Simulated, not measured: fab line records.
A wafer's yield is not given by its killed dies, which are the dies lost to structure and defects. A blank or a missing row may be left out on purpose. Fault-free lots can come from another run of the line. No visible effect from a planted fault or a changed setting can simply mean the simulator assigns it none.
Struck lot and sound lot, side by side :: flow n5Finfet :: 13 steps out of a route of 1938
Sound: the wafers L431.1, L431.2, L431.5. The struck wafers were L445.1, L445.3, L445.5. At the end, the cause is stated.
At each step with rows: each side's tool, then ch and its chambers, then its first start. Under that, the readings that differ: sound wafers :: struck wafers :: difference of the means :: sigmas: that difference in standard deviations of wafers without a fault.
alike: same words and numbers on both sides, and readings whose means sit less than 2 such deviations apart. not compared: any withheld reading, any reading some wafer has no value for, any bound like >300 that may hide the same value, and any number with overlapping values for which the record gives no deviation.
A row with sigmas, a row that says differs or no value, or rows on one side alone: a step with any of these is where the two part. Non-overlapping numbers with no deviation appear without sigmas and do not part them. A reading missing from all wafers of one side parts the sides only when that side holds two or more wafers.

first, 9 steps without rows for these wafers: N5_BEOL_M1_DESCUM_16 (chemistry O2, time 7 s); N5_BEOL_M1_ETCH_74 (etches underlayer in N2/H2, target depth 6.5 nm, time 5.2 s); N5_BEOL_M1_ETCH_63 (etches SiARC in CF4, target depth 15.6 nm, time 26 s); N5_BEOL_M1_ETCH_64 (etches SOC in N2/H2, target depth 75 nm, overetch 15 nm, time 112.5 s); N5_BEOL_M1_STRIP_65 (strips in N2/H2); N5_BEOL_M1_STRIP_75 (strips in N2/H2); N5_BEOL_M1_STRIP_66 (strips in CF4); N5_BEOL_M1_HM_OPEN_17 (chemistry Cl2/BCl3, target TiN, target depth 20 nm, overetch 6 nm); N5_BEOL_M1_STRIP_19 (strips in O2).
N5_BEOL_M1_COAT_67: time 60 s, resist thk 60 nm.
  sound on lithoTrack-04 ch 0, day 6 14:44; struck on lithoTrack-04 ch 0, day 10 06:42
reading: heaterPowerTotalW (W)
sound: 498.8 497.8 502.3
struck: 509.6 511.1 511.0
difference: +10.9
sigmas: +6

reading: plateTempC (C)
sound: 250.23 250.03 250.02
struck: 253.68 254.01 253.48
difference: +3.63
sigmas: +21
  alike: spinSpeedRpm
then, 1 step without rows for these wafers: N5_BEOL_M1_COAT_68 (time 60 s, resist thk 12 nm).
N5_BEOL_M4_RC_MEAS_101:
  sound on prober-02 ch 0, day 8 15:35; struck on prober-02 ch 0, day 11 20:39
reading: ION_P (uA/um)
sound: 473 470 463
struck: 445 440 450
difference: -24
sigmas: -3
  alike: DIBL_N, DIBL_P, IOFF_N, IOFF_P, ION_N, SS_N, SS_P, VT_N, VT_P
next, for these wafers, 1 step has no rows: N5_PASSIVATION_PROBE_49.

WHERE THEY PART
Last at N5_BEOL_M4_RC_MEAS_101 as far as this record goes, first at N5_BEOL_M1_COAT_67.

WHY: whatever the simulator had introduced
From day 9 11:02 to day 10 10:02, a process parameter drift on lithoTrack-04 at N5_BEOL_M1_COAT_67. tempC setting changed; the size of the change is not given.
